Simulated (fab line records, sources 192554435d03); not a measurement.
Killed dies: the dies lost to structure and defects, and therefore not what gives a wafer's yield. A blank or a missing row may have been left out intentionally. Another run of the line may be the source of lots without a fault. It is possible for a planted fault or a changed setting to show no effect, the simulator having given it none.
Matching of chambers ; flow n5Finfet ; N5_GATE_CUT_ETCH_19 on rieDiel-04 has 4 sister chambers
The step etches SiNx in CH3F/O2, target depth 53.7 nm, time 76.7 s. 27 wafers are shown with their chamber, then 12 later ones without.

## EACH WAFER AND ITS CHAMBER
wafer;chamber;throttleValvePct (%);showerheadPlenumPTorr (Torr);drypumpMotorCurrentA (A)
L074.4;3;16.6;2.07;5.9
L074.5;0;16.5;2.07;5.6
L074.6;1;16.5;2.06;6.3
L076.2;1;16.5;2.06;6.3
L076.3;3;16.6;2.07;5.9
L076.5;0;16.5;2.07;5.7
L078.2;0;16.5;2.07;5.6
L078.5;2;15.7;1.95;6.2
L078.6;3;16.6;2.06;5.9
L080.2;3;16.6;2.06;5.9
L080.5;3;16.6;2.06;5.9
L080.6;2;15.7;1.95;6.2
L081.2;1;16.5;2.06;6.3
L081.4;0;16.5;2.07;5.6
L081.5;2;15.7;1.95;6.2
L083.1;2;15.7;1.95;6.2
L083.3;0;16.6;2.07;5.7
L083.4;1;16.5;2.06;6.3
L084.2;1;16.5;2.06;6.3
L084.4;3;16.6;2.06;5.9
L084.6;1;16.5;2.06;6.3
L085.1;0;16.5;2.07;5.6
L085.2;2;15.7;1.95;6.2
L085.6;1;16.5;2.06;6.3
L088.2;1;16.5;2.05;6.3
L088.4;3;16.6;2.06;5.9
L088.5;0;16.6;2.07;5.6

SIGNATURES, as means of the wafers listed above
reading;chamber 0;chamber 1;chamber 2;chamber 3;scatter within a chamber
throttleValvePct;16.529;16.500;15.700;16.600;0.0249
showerheadPlenumPTorr;2.0700;2.0587;1.9500;2.0629;0.00316
drypumpMotorCurrentA;5.629;6.300;6.200;5.900;0.0249
Rule: a wafer's distance from a chamber is the root of the sum, over the readings, of the square of ((its reading less the chamber's mean) divided by the reading's scatter). If the next closest chamber is less than 2 further off than the closest, the wafer can't be placed; otherwise it belongs to the closest. How the scatter is found: for the shown wafers, subtract from each reading the mean of its chamber, square and add these, divide the total by (wafers less chambers), then take the root.

## WAFERS WITH NO CHAMBER GIVEN
wafer;throttleValvePct (%);showerheadPlenumPTorr (Torr);drypumpMotorCurrentA (A)
L089.2;16.6;2.06;5.6
L089.3;15.7;1.95;6.2
L089.5;16.6;2.05;6.3
L091.1;16.6;2.06;5.7
L091.2;15.7;1.95;6.2
L091.3;16.6;2.05;6.2
L093.2;16.6;2.06;5.7
L093.3;15.7;1.95;6.2
L093.4;15.7;1.95;6.2
L095.2;16.2;2.05;5.9
L095.3;16.6;2.05;6.3
L095.4;15.8;1.94;6.2

## WHICH CHAMBER EACH ONE RAN IN
wafer;from the rows above;in truth
L089.2;0;0
L089.3;2;2
L089.5;1;1
L091.1;0;0
L091.2;2;2
L091.3;1;1
L093.2;0;0
L093.3;2;2
L093.4;2;2
L095.2;can't be placed: 3 or 0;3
L095.3;1;1
L095.4;2;2
11 of 12 placed correctly. Not placeable from these rows: 1 (in 1, the candidates include the true chamber). Wrongly placed: 0.
